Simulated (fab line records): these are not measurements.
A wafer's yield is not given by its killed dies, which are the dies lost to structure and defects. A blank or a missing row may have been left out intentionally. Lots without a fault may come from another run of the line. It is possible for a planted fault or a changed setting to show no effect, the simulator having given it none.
fab line records ; flow n5Finfet
record lots=7; wafers=39
route steps=1938 shown ZERO_LAYER@11 FIN_SAQP@96 SD_EPI_P@321 HKMG_FIN@403 MOL_CONTACT_COAG@559 BEOL_M0_SAQP@637 BEOL_M2@912 BEOL_M3@981 BEOL_M4@1086 BEOL_M7@1308 BEOL_M9@1458 BEOL_M12@1602 BEOL_M15@1773 PASSIVATION@1936
startH: start of the lot's first displayed wafer, in hours after the record's first day ; waitH: hours since the lot's step before ; " same as the row above ; L1.1+2: one row covering several wafers at once ; - no value present, or no start provided ; * or withheld: withheld ; < > ~ a bound
route shown NAME@n: names a module that has steps shown in the file, with the first one's number in the route ; usual: the fault-free wafers' mean and standard deviation ; same: alike in all rows ; chamber/n: place in a boat ; sites: per-site readings ; _std_site: how widely they spread, as a standard deviation ; _edge_site: mean of outer sites minus mean of inner sites ; radiusMm: how far each site lies from the wafer's centre ; mask NAME#n: copy n ; behind: the most recent tool/chamber to have shaped the wafer ; hold: why the lot went on hold/how many hours it stayed there/how the hold came to an end ; device: names the non-switching transistor (n, p or np) ; end of line: tests run on the same wafers once the route is complete ; for a step that has no rows: nothing shown but its recipe ; killed: at the first sort, the dies lost to defects and structure; wafer yield is something else ; map: shows each die of a wafer: x if killed, . if not, _ if none is there
set.NAME: setting as actually run; set.NAME@STEP: the setting as run at that earlier step ; model.NAME: the simulator's own value behind a step, which no gauge read
lots where settings were altered on purpose, with a table for each step and a row for each wafer
## steps
# step N5_ZERO_LAYER_DEVELOP_10
# recipe developTimeS=60; rinseLiquid=diw; dry=airSpin; devTempC=21
# step N5_FIN_SAQP_HM_DEP_03
# recipe material=SiNx; targetThkA=380; tempC=400; precursor=SiH4/NH3/N2; pressureTorr=1.5; rfW=300; timeS=33.6
# step N5_SD_EPI_P_EPI_21
# recipe material=SiGe:B; dopant=B; tempC=550; pressureTorr=20; ambient=H2; timeS=355
# step N5_HKMG_FIN_ETCH_55
# recipe chemistry=N2/H2; target=SOC; targetDepthA=2400; tempC=40; timeS=300; ionEnergyEv=200; maskMaterial=SiARC; pressureMtorr=30; sourceW=840; biasW=150; n2FlowSccm=200; h2FlowSccm=200
# step N5_MOL_CONTACT_COAG_ALD_27
# recipe material=SiOC; targetThkA=170; tempC=400; aldPrecursorFamily=carbosiloxane; aldCoReactant=H2-plasma; pulseTimeS=1.5; timeS=2720; purgeTimeS=2; coReactantPurgeTimeS=2; aldCycles=340; pressureTorr=2
# step N5_BEOL_M0_SAQP_PECVD_97
# recipe material=SiNx; targetThkA=230; tempC=350; precursor=SiH4/NH3/N2; pressureTorr=1.5; rfW=300; timeS=19.9
# step N5_BEOL_M2_SPUTTER_88
# recipe material=Cu; targetThkA=45; tempC=-20; chamberPressurePa=0.07; powerW=withheld; timeS=8.29
# step N5_BEOL_M3_ETCH_41
# recipe chemistry=CH3F/O2; target=SiCN; targetDepthA=299; taperDeg=2; timeS=52.5; ionEnergyEv=120; maskMaterial=TiN; pressureMtorr=30; sourceW=395; biasW=75; Ar_flow_sccm=150; CH3F_flow_sccm=30; O2_flow_sccm=20
# step N5_BEOL_M4_SPUTTER_79
# step N5_BEOL_M7_TRENCH_ETCH_37
# recipe chemistry=C4F6/O2; targetDepthA=934.78; target=SiCOH_lowk; timeS=31.2; ionEnergyEv=250; pressureMtorr=30; sourceW=345; biasW=185; Ar_flow_sccm=300; C4F6_flow_sccm=10; O2_flow_sccm=10
# step N5_BEOL_M9_ALD_74
# recipe material=TaN; targetThkA=20; tempC=275; aldPrecursorFamily=PDMAT; aldCoReactant=NH3; pressureTorr=3; carrierFlowSccm=1500; pulseTimeS=2; purgeTimeS=3; coReactantPurgeTimeS=2; coReactantPulseTimeS=3; aldCycles=40; precursorVesselTempC=75; precursorVesselPressureTorr=26.25; precursorVesselCarrierSccm=1000
# step N5_BEOL_M12_ILD_DEP_00
# recipe material=SiOC; targetThkA=6589.2; tempC=350; precursor=DEMS/O2; pressureTorr=5; rfW=500; timeS=130.7
# step N5_BEOL_M15_ILD_DEP_00
# recipe material=SiO2; targetThkA=16293; tempC=400; precursor=TEOS/O2; pressureTorr=6.5; rfW=900; teosFlowSccm=161.4; gas=O2; flowSccm=2650; timeS=346.1
# step N5_PASSIVATION_PROBE_49
# usual defectLimitedYield=91.2/1.5; killed_at_M0_to_M3=36/10; killed_at_M4_up=13/6; killedDies=104/17; sort_bin_5_function=5.1/0.91; sort_bin_8_speed=0.00/0.0074
lot.wafer;tool;chamber;startH;waitH;set.developTimeS@ZERO_LAYER_DEVELOP_10;set.targetThkA@FIN_SAQP_HM_DEP_03;set.epiGrowthTimeS@SD_EPI_P_EPI_21;set.timeS@HKMG_FIN_ETCH_55;set.timeS@MOL_CONTACT_COAG_ALD_27;set.timeS@BEOL_M0_SAQP_PECVD_97;set.targetThkA@BEOL_M2_SPUTTER_88;set.targetDepthA@BEOL_M3_ETCH_41;set.targetThkA@BEOL_M4_SPUTTER_79;set.timeS@BEOL_M7_TRENCH_ETCH_37;set.aldCycles@BEOL_M9_ALD_74;set.targetThkA@BEOL_M12_ILD_DEP_00;set.timeS@BEOL_M15_ILD_DEP_00;defectLimitedYield[%];killed_at_M0_to_M3;killed_at_M4_up;killedDies;sort_bin_5_function[%];sort_bin_8_speed[%]
L078.1;prober-01;-;301.01;0.3;25.73;380;194;300;3523;19.9;24.91;299;45;31.2;40;3228;346.1;63.6;43;350;430;4.7;61.19
L078.2;prober-01;-;301.06;0.3;60;380;194;300;3523;27.78;24.91;364.4;45;31.2;40;6589.2;346.1;0;1119;20;1180;4.6;0
L078.3;prober-01;-;301.11;0.4;25.73;380;194;300;2720;27.78;45;364.4;45;31.2;40;6589.2;346.1;0;1101;23;1180;5.2;0
L078.4;prober-01;-;301.16;0.4;60;380;355;300;3523;27.78;45;299;45;31.2;60;3228;346.1;0;1123;17;1180;5.3;0
L078.5;prober-01;-;301.21;0.5;25.73;380;355;300;2720;19.9;24.91;299;45;31.2;60;6589.2;346.1;88.9;46;22;131;5.8;0
L078.6;prober-01;-;301.26;0.5;60;380;355;300;2720;19.9;45;364.4;45;31.2;60;3228;346.1;63.5;34;344;431;5.2;0
L085.1;prober-02;-;344.51;0.0;28.21;380;282.6;167.7;2720;29.66;24.47;445.8;45;17.96;40;4432;346.1;0;1122;13;1180;5.8;0
L085.2;prober-02;-;344.56;0.1;60;498;282.6;300;1634;19.9;45;445.8;45;17.96;40;6589.2;346.1;66.8;31;294;392;5.1;24.32
L085.3;prober-02;-;344.61;0.1;60;380;355;300;2720;29.66;24.47;299;45;31.2;40;4432;346.1;0;1103;14;1180;6.1;0
L085.4;prober-02;-;344.66;0.2;28.21;498;282.6;300;2720;19.9;45;299;45;17.96;40;4432;346.1;71.0;36;261;342;4.4;21.53
L085.5;prober-02;-;344.71;0.2;28.21;380;355;167.7;1634;19.9;24.47;445.8;45;31.2;40;6589.2;346.1;89.8;31;10;120;5.4;0
L085.6;prober-02;-;344.76;0.3;60;498;355;167.7;1634;29.66;45;299;45;31.2;40;6589.2;346.1;0;1124;10;1180;4.8;0
L086.1;prober-02;-;349.31;0.0;60;380;355;424;4333;19.9;65.76;446;30.41;31.2;59;5028;292.3;92.0;39;10;94;4.6;0
L086.2;prober-02;-;349.36;0.1;90.73;380;355;300;2720;19.9;65.76;446;45;14.15;40;6589.2;292.3;4.5;43;1014;1127;91.0;0
L086.3;prober-02;-;349.41;0.1;90.73;380;355;424;2720;19.9;45;299;30.41;31.2;40;6589.2;346.1;91.1;44;12;105;5.8;0
L086.4;prober-02;-;349.46;0.2;60;380;174.2;300;2720;19.9;45;446;30.41;14.15;59;5028;346.1;4.5;39;1041;1127;91.8;3.81
L086.5;prober-02;-;349.51;0.2;60;380;174.2;300;4333;19.9;65.76;299;45;14.15;40;5028;346.1;1.6;46;1062;1161;94.5;1.61
L086.6;prober-02;-;349.56;0.3;90.73;380;174.2;424;4333;19.9;45;299;45;31.2;59;6589.2;292.3;90.7;37;12;110;6.4;86.02
L089.1;prober-01;-;378.18;0.0;80.41;172.3;191.5;300;2720;19.9;33.25;299;69.6;12.81;59;6589.2;346.1;0.1;63;1066;1179;95.8;0
L089.2;prober-01;-;378.23;0.1;80.41;380;355;300;2720;19.9;45;299;45;31.2;40;6589.2;346.1;91.5;34;10;100;5.3;0
L089.3;prober-01;-;378.28;0.1;60;172.3;191.5;300;2720;19.9;45;299;45;12.81;59;6589.2;346.1;0;34;1106;1180;96.3;0
L089.4;prober-01;-;378.33;0.2;60;380;191.5;300;2720;19.9;33.25;180.8;45;31.2;59;6589.2;346.1;91.3;37;7;103;5.0;35.76
L089.5;prober-01;-;378.38;0.2;60;380;355;300;2720;19.9;45;180.8;69.6;12.81;40;6589.2;346.1;0;53;1068;1180;95.3;0
L089.6;prober-01;-;378.43;0.3;80.41;172.3;355;300;2720;19.9;33.25;180.8;69.6;31.2;40;6589.2;346.1;91.1;45;8;105;5.6;0
L090.1;prober-01;-;380.15;0.0;60;277.5;182.7;300;2720;24.4;45;299;32.87;31.2;17;6589.2;346.1;90.4;44;17;113;5.3;82.20
L090.2;prober-01;-;380.20;0.1;60;380;182.7;300;4014;19.9;27.95;418;45;31.2;40;6589.2;346.1;90.8;36;8;108;5.4;76.86
L090.3;prober-01;-;380.25;0.1;60;380;355;300;2720;24.4;27.95;418;45;31.2;17;6589.2;272.2;88.6;44;27;135;5.8;0
L090.4;prober-01;-;380.30;0.2;60;277.5;355;300;4014;19.9;27.95;299;32.87;31.2;40;8695;272.2;89.5;54;12;124;5.1;0
L090.5;prober-01;-;380.35;0.2;60;380;182.7;300;4014;24.4;45;418;32.87;31.2;40;8695;272.2;91.9;36;8;96;4.7;80.08
L090.6;prober-01;-;380.40;0.3;60;277.5;355;300;2720;19.9;45;299;45;31.2;17;8695;346.1;89.1;32;24;129;4.6;0
L093.1;prober-02;-;389.66;0.0;60;194.7;355;432.4;2720;12.02;45;299;45;14.29;40;3545;235;0.2;22;1092;1178;95.7;0
L093.2;prober-02;-;389.71;0.1;29.03;194.7;355;300;4247;19.9;45;299;45;14.29;48;6589.2;346.1;2.6;20;1071;1149;94.1;0
L093.3;prober-02;-;389.76;0.1;29.03;380;355;300;2720;12.02;45;299;69.41;14.29;40;6589.2;235;8.2;35;978;1083;86.5;0
L093.4;prober-02;-;389.81;0.2;29.03;194.7;502.5;432.4;4247;12.02;45;299;69.41;31.2;48;3545;346.1;90.0;34;22;118;6.8;0
L093.5;prober-02;-;389.86;0.2;60;380;502.5;300;4247;19.9;45;299;69.41;31.2;40;3545;346.1;90.4;28;19;113;5.2;0
L093.6;prober-02;-;389.91;0.3;60;380;502.5;432.4;2720;19.9;45;299;45;31.2;48;6589.2;235;92.6;13;19;87;4.5;0
L096.2;prober-02;-;417.33;0.1;60;380;355;300;2720;19.9;45;299;45;31.2;40;6589.2;346.1;94.7;16;4;63;2.3;0
L096.4;prober-02;-;417.43;0.2;60;380;355;300;2720;19.9;45;299;45;31.2;40;6589.2;346.1;93.2;27;15;80;3.7;0
L096.5;prober-02;-;417.48;0.2;60;380;355;300;2720;19.9;45;299;45;31.2;40;6589.2;346.1;92.3;40;6;91;3.9;0
# killed by level:class
L078.1 BEOL_M12:areaDep=328 BEOL_M1:geometricParticle:open=13 BEOL_M4:geometricParticle:open=10 MOL_CONTACT_COAG:geometricParticle:open=8 BEOL_M0:geometricParticle:open=7 STI_FIN_REVEAL:geometricParticle:open=6 BEOL_M0_SAQP:geometricParticle:open=6 BEOL_M4:geometricParticle:short=6
L078.2 BEOL_M0_SAQP:areaPecvd=1083 BEOL_M4:geometricParticle:open=13 MOL_CONTACT_COAG:geometricParticle:open=12 BEOL_M0:geometricParticle:open=8 FIN_SAQP:geometricParticle:open=7 BEOL_M0_SAQP:geometricParticle:open=7 BEOL_M3:geometricParticle:open=7 BEOL_M0_SAQP:geometricParticle:short=5
L078.3 BEOL_M0_SAQP:areaPecvd=1065 MOL_CONTACT_COAG:geometricParticle:open=16 BEOL_M4:geometricParticle:open=10 BEOL_M2:geometricParticle:open=8 HKMG_FIN:areaEtch=8 BEOL_M1:geometricParticle:open=5 GATE_CUT:geometricParticle:short=4 BEOL_M0_SAQP:geometricParticle:open=4
L078.4 BEOL_M0_SAQP:areaPecvd=1078 BEOL_M1:geometricParticle:open=11 MOL_CONTACT_COAG:geometricParticle:open=10 BEOL_M0_SAQP:geometricParticle:open=10 BEOL_M0_SAQP:geometricParticle:short=8 BEOL_M4:geometricParticle:open=7 STI_FIN_REVEAL:geometricParticle:open=5 BEOL_M3:geometricParticle:open=5
L078.5 BEOL_M0_SAQP:geometricParticle:open=11 STI_FIN_REVEAL:geometricParticle:open=10 BEOL_M0_SAQP:geometricParticle:short=10 BEOL_M2:geometricParticle:open=10 BEOL_M4:geometricParticle:open=9 MOL_CONTACT_COAG:geometricParticle:open=7 BEOL_M3:geometricParticle:open=7 FIN_SAQP:geometricParticle:short=6
L078.6 BEOL_M12:areaDep=315 BEOL_M4:geometricParticle:open=13 MOL_CONTACT_COAG:geometricParticle:open=10 STI_FIN_REVEAL:geometricParticle:open=7 GATE_CUT:geometricParticle:short=7 BEOL_M1:geometricParticle:open=7 BEOL_M2:geometricParticle:open=6 PASS1_CAP:geometricParticle:open=5
L085.1 BEOL_M0_SAQP:areaPecvd=1070 BEOL_M0_SAQP:geometricParticle:open=16 BEOL_M0_SAQP:geometricParticle:short=14 FIN_SAQP:geometricParticle:short=12 STARTING-WAFER:geometricParticle:open=8 STI_FIN_REVEAL:geometricParticle:open=6 BEOL_M1:geometricParticle:open=6 BEOL_M5:geometricParticle:open=6
L085.2 BEOL_M7:areaEcd=287 STI_FIN_REVEAL:geometricParticle:open=15 MOL_CONTACT_COAG:geometricParticle:open=14 BEOL_M0_SAQP:geometricParticle:open=8 HKMG_FIN:areaEtch=7 FIN_SAQP:geometricParticle:short=6 MOL_CONTACT_COAG:geometricParticle:short=6 BEOL_M0_SAQP:geometricParticle:short=6
L085.3 BEOL_M0_SAQP:areaPecvd=1069 MOL_CONTACT_COAG:geometricParticle:open=15 BEOL_M0_SAQP:geometricParticle:short=10 FIN_SAQP:geometricParticle:open=9 MOL_CONTACT_COAG:geometricParticle:short=9 FIN_SAQP:geometricParticle:short=7 BEOL_M0_SAQP:geometricParticle:open=7 BEOL_M3:geometricParticle:open=6
L085.4 BEOL_M7:areaEcd=254 MOL_CONTACT_COAG:geometricParticle:open=10 FIN_SAQP:geometricParticle:short=9 BEOL_M1:geometricParticle:open=9 BEOL_M2:geometricParticle:open=9 FIN_SAQP:geometricParticle:open=5 BEOL_M0_SAQP:geometricParticle:short=5 BEOL_M0_SAQP:geometricParticle:open=4
L085.5 MOL_CONTACT_COAG:geometricParticle:open=19 HKMG_FIN:areaEtch=11 BEOL_M1:geometricParticle:open=8 FIN_SAQP:geometricParticle:short=7 DUMMY_GATE:geometricParticle:open=6 GATE_CUT:geometricParticle:short=6 GATE_CUT:geometricParticle:open=5 BEOL_M0_SAQP:geometricParticle:open=5
L085.6 BEOL_M0_SAQP:areaPecvd=1096 BEOL_M0_SAQP:geometricParticle:short=9 STI_FIN_REVEAL:geometricParticle:open=8 MOL_CONTACT_COAG:geometricParticle:open=8 BEOL_M4:geometricParticle:open=8 BEOL_M1:geometricParticle:open=6 STARTING-WAFER:geometricParticle:short=5 MOL_CONTACT_COAG:geometricParticle:short=4
L086.1 FIN_SAQP:geometricParticle:open=13 BEOL_M0_SAQP:geometricParticle:short=11 FIN_SAQP:geometricParticle:short=10 BEOL_M3:geometricParticle:open=10 STI_FIN_REVEAL:geometricParticle:open=6 BEOL_M0_SAQP:geometricParticle:open=5 MOL_CONTACT_COAG:geometricParticle:open=5 BEOL_M2:geometricParticle:open=5
L086.2 BEOL_M7:areaEcd=993 BEOL_M0_SAQP:geometricParticle:open=14 FIN_SAQP:geometricParticle:short=12 FIN_SAQP:geometricParticle:open=12 BEOL_M0_SAQP:geometricParticle:short=11 STI_FIN_REVEAL:geometricParticle:open=10 MOL_CONTACT_COAG:geometricParticle:open=10 BEOL_M4:geometricParticle:open=9
L086.3 FIN_SAQP:geometricParticle:open=11 BEOL_M3:geometricParticle:open=10 BEOL_M2:geometricParticle:open=10 FIN_SAQP:geometricParticle:short=9 STI_FIN_REVEAL:geometricParticle:open=7 BEOL_M0_SAQP:geometricParticle:short=6 BEOL_M0_SAQP:geometricParticle:open=6 DUMMY_GATE:geometricParticle:open=5
L086.4 BEOL_M7:areaEcd=1028 BEOL_M0_SAQP:geometricParticle:short=9 HKMG_FIN:areaEtch=9 STI_FIN_REVEAL:geometricParticle:open=8 BEOL_M3:geometricParticle:open=7 FIN_SAQP:geometricParticle:short=6 BEOL_M0_SAQP:geometricParticle:open=6 BEOL_M1:geometricParticle:open=6
L086.5 BEOL_M7:areaEcd=1052 BEOL_M0_SAQP:geometricParticle:short=20 BEOL_M0_SAQP:geometricParticle:open=10 MOL_CONTACT_COAG:geometricParticle:open=9 FIN_SAQP:geometricParticle:short=8 FIN_SAQP:geometricParticle:open=6 STI_FIN_REVEAL:geometricParticle:open=6 BEOL_M1:geometricParticle:open=6
L086.6 FIN_SAQP:geometricParticle:open=11 FIN_SAQP:geometricParticle:short=11 BEOL_M2:geometricParticle:open=11 MOL_CONTACT_COAG:geometricParticle:open=10 BEOL_M0_SAQP:geometricParticle:short=8 BEOL_M3:geometricParticle:open=7 GATE_CUT:geometricParticle:short=6 MIM_TOP:geometricParticle:short=6
L089.1 BEOL_M7:areaEcd=1061 BEOL_M0_SAQP:geometricParticle:open=19 BEOL_M0_SAQP:geometricParticle:short=18 BEOL_M1:geometricParticle:open=12 FIN_SAQP:geometricParticle:open=8 DUMMY_GATE:geometricParticle:open=7 MOL_CONTACT_COAG:geometricParticle:open=7 FIN_SAQP:geometricParticle:short=5
L089.2 MOL_CONTACT_COAG:geometricParticle:open=12 FIN_SAQP:geometricParticle:open=11 BEOL_M0_SAQP:geometricParticle:short=11 FIN_SAQP:geometricParticle:short=9 BEOL_M0_SAQP:geometricParticle:open=6 BEOL_M3:geometricParticle:open=6 GATE_CUT:geometricParticle:open=5 MOL_CONTACT_COAG:geometricParticle:short=5
L089.3 BEOL_M7:areaEcd=1102 BEOL_M1:geometricParticle:open=11 FIN_SAQP:geometricParticle:open=6 DUMMY_GATE:geometricParticle:open=6 MOL_CONTACT_COAG:geometricParticle:open=6 BEOL_M0_SAQP:geometricParticle:short=6 BEOL_M0_SAQP:geometricParticle:open=6 BEOL_M3:geometricParticle:open=4
L089.4 BEOL_M0_SAQP:geometricParticle:short=10 BEOL_M0_SAQP:geometricParticle:open=10 MOL_CONTACT_COAG:geometricParticle:open=9 HKMG_FIN:areaEtch=8 FIN_SAQP:geometricParticle:short=7 DUMMY_GATE:geometricParticle:open=7 FIN_SAQP:geometricParticle:open=6 GATE_CUT:geometricParticle:open=5
L089.5 BEOL_M7:areaEcd=1055 BEOL_M0_SAQP:geometricParticle:short=24 BEOL_M0_SAQP:geometricParticle:open=17 MOL_CONTACT_COAG:geometricParticle:open=8 FIN_SAQP:geometricParticle:open=7 MOL_CONTACT_COAG:geometricParticle:short=7 BEOL_M4:geometricParticle:open=7 HKMG_FIN:areaEtch=7
L089.6 BEOL_M0_SAQP:geometricParticle:open=11 BEOL_M1:geometricParticle:open=10 FIN_SAQP:geometricParticle:short=9 FIN_SAQP:geometricParticle:open=7 DUMMY_GATE:geometricParticle:open=7 BEOL_M2:geometricParticle:open=7 BEOL_M0_SAQP:geometricParticle:short=6 BEOL_M3:geometricParticle:short=5
L090.1 BEOL_M0_SAQP:geometricParticle:short=12 MOL_CONTACT_COAG:geometricParticle:open=11 BEOL_M3:geometricParticle:open=9 BEOL_M0_SAQP:geometricParticle:open=8 M9:areaAld=8 STI_FIN_REVEAL:geometricParticle:open=7 BEOL_M2:geometricParticle:open=7 FIN_SAQP:geometricParticle:short=5
L090.2 MOL_CONTACT_COAG:geometricParticle:open=11 BEOL_M0_SAQP:geometricParticle:short=11 DUMMY_GATE:geometricParticle:open=10 FIN_SAQP:geometricParticle:short=9 GATE_CUT:geometricParticle:short=9 BEOL_M0_SAQP:geometricParticle:open=8 FIN_SAQP:geometricParticle:open=6 GATE_CUT:geometricParticle:open=6
L090.3 M9:areaAld=19 BEOL_M0_SAQP:geometricParticle:short=13 STI_FIN_REVEAL:geometricParticle:open=12 FIN_SAQP:geometricParticle:open=10 MOL_CONTACT_COAG:geometricParticle:open=10 BEOL_M0_SAQP:geometricParticle:open=7 DUMMY_GATE:geometricParticle:open=6 BEOL_M1:geometricParticle:open=5
L090.4 BEOL_M0_SAQP:geometricParticle:short=16 MOL_CONTACT_COAG:geometricParticle:open=12 BEOL_M0_SAQP:geometricParticle:open=12 STI_FIN_REVEAL:geometricParticle:open=10 FIN_SAQP:geometricParticle:short=6 BEOL_M1:geometricParticle:open=6 BEOL_M3:geometricParticle:open=6 DUMMY_GATE:geometricParticle:open=5
L090.5 FIN_SAQP:geometricParticle:open=10 BEOL_M0_SAQP:geometricParticle:open=9 BEOL_M2:geometricParticle:open=9 MOL_CONTACT_COAG:geometricParticle:open=8 FIN_SAQP:geometricParticle:short=6 STI_FIN_REVEAL:geometricParticle:open=6 BEOL_M0:geometricParticle:open=5 STARTING-WAFER:geometricParticle:open=4
L090.6 M9:areaAld=18 MOL_CONTACT_COAG:geometricParticle:open=17 FIN_SAQP:geometricParticle:open=10 BEOL_M3:geometricParticle:open=10 STI_FIN_REVEAL:geometricParticle:open=8 GATE_CUT:geometricParticle:short=8 BEOL_M2:geometricParticle:open=7 HKMG_FIN:areaEtch=7
L093.1 BEOL_M7:areaEcd=1072 FIN_SAQP:geometricParticle:open=9 DUMMY_GATE:geometricParticle:open=7 BEOL_M2:geometricParticle:open=7 STI_FIN_REVEAL:geometricParticle:open=6 ILD0:geometricParticle:short=6 BEOL_M4:geometricParticle:open=6 BEOL_M0_SAQP:geometricParticle:open=5
L093.2 BEOL_M7:areaEcd=1038 BEOL_M4:geometricParticle:open=11 FIN_SAQP:geometricParticle:short=8 STI_FIN_REVEAL:geometricParticle:short=7 BEOL_M2:geometricParticle:open=6 FIN_SAQP:geometricParticle:open=5 STI_FIN_REVEAL:geometricParticle:open=5 MOL_CONTACT_COAG:geometricParticle:open=5
L093.3 BEOL_M7:areaEcd=959 MOL_CONTACT_COAG:geometricParticle:open=12 HKMG_FIN:areaEtch=11 FIN_SAQP:geometricParticle:open=10 BEOL_M4:geometricParticle:open=10 BEOL_M3:geometricParticle:open=8 BEOL_M0_SAQP:geometricParticle:open=6 ILD0:geometricParticle:open=5
L093.4 FIN_SAQP:geometricParticle:open=13 BEOL_M2:geometricParticle:open=9 FIN_SAQP:geometricParticle:short=6 DUMMY_GATE:geometricParticle:open=6 ILD0:geometricParticle:open=6 MOL_CONTACT_COAG:geometricParticle:open=6 BEOL_M0_SAQP:geometricParticle:short=6 BEOL_M3:geometricParticle:open=6
L093.5 ILD0:geometricParticle:short=11 MOL_CONTACT_COAG:geometricParticle:open=11 FIN_SAQP:geometricParticle:open=9 FIN_SAQP:geometricParticle:short=9 BEOL_M4:geometricParticle:open=8 BEOL_M3:geometricParticle:open=8 BEOL_M1:geometricParticle:open=5 BEOL_M2:geometricParticle:open=5
L093.6 MOL_CONTACT_COAG:geometricParticle:open=16 FIN_SAQP:geometricParticle:open=7 ILD0:geometricParticle:short=6 ILD0:geometricParticle:open=5 BEOL_M4:geometricParticle:open=4 BEOL_M5:geometricParticle:short=4 BEOL_M6:geometricParticle:open=4 STI_FIN_REVEAL:geometricParticle:open=3
L096.2 FIN_SAQP:geometricParticle:short=6 BEOL_M3:geometricParticle:open=6 HKMG_FIN:areaEtch=5 STI_FIN_REVEAL:geometricParticle:open=4 GATE_CUT:geometricParticle:short=4 MOL_CONTACT_COAG:geometricParticle:open=4 BEOL_M1:geometricParticle:open=4 FIN_SAQP:geometricParticle:open=3
L096.4 BEOL_M3:geometricParticle:open=14 BEOL_M0_SAQP:geometricParticle:short=8 FIN_SAQP:geometricParticle:open=7 STI_FIN_REVEAL:geometricParticle:open=7 FIN_SAQP:geometricParticle:short=6 BEOL_M4:geometricParticle:open=6 MOL_CONTACT_COAG:geometricParticle:open=5 BEOL_M0_SAQP:geometricParticle:open=5
L096.5 BEOL_M2:geometricParticle:open=11 HKMG_FIN:areaEtch=11 BEOL_M3:geometricParticle:open=7 BEOL_M0_SAQP:geometricParticle:open=6 BEOL_M0_SAQP:geometricParticle:short=6 FIN_SAQP:geometricParticle:open=4 FIN_SAQP:geometricParticle:short=4 STI_FIN_REVEAL:geometricParticle:open=3
## key
split step=N5_ZERO_LAYER_DEVELOP_10; setting=developTimeS; statedAs=60
response none clear
split step=N5_FIN_SAQP_HM_DEP_03; setting=targetThkA; statedAs=380
response none clear
split step=N5_SD_EPI_P_EPI_21; setting=epiGrowthTimeS; statedAs=355
response step=N5_PASSIVATION_PROBE_49; reading=sort_bin_8_speed; slope=-0.928; per=1%; togetherWith=all; explained=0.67
split step=N5_HKMG_FIN_ETCH_55; setting=timeS; statedAs=300
response none clear
split step=N5_MOL_CONTACT_COAG_ALD_27; setting=timeS; statedAs=2720
response none clear
split step=N5_BEOL_M0_SAQP_PECVD_97; setting=timeS; statedAs=19.9
response step=N5_PASSIVATION_PROBE_49; reading=killed_at_M0_to_M3; slope=+16.8; per=1%; togetherWith=all; explained=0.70
split step=N5_BEOL_M2_SPUTTER_88; setting=targetThkA; statedAs=45
response none clear
split step=N5_BEOL_M3_ETCH_41; setting=targetDepthA; statedAs=299
response none clear
split step=N5_BEOL_M4_SPUTTER_79; setting=targetThkA; statedAs=45
response none clear
split step=N5_BEOL_M7_TRENCH_ETCH_37; setting=timeS; statedAs=31.2
response step=N5_PASSIVATION_PROBE_49; reading=killed_at_M4_up; slope=-14.9; per=1%; togetherWith=all; explained=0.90
response step=N5_PASSIVATION_PROBE_49; reading=sort_bin_5_function; slope=-1.21; per=1%; togetherWith=all; explained=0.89
response step=N5_PASSIVATION_PROBE_49; reading=defectLimitedYield; slope=+1.24; per=1%; togetherWith=all; explained=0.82
response step=N5_PASSIVATION_PROBE_49; reading=killedDies; slope=-14.6; per=1%; togetherWith=all; explained=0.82
split step=N5_BEOL_M9_ALD_74; setting=aldCycles; statedAs=40
response none clear
split step=N5_BEOL_M12_ILD_DEP_00; setting=targetThkA; statedAs=6589.2
response none clear
split step=N5_BEOL_M15_ILD_DEP_00; setting=timeS; statedAs=346.1
response none clear
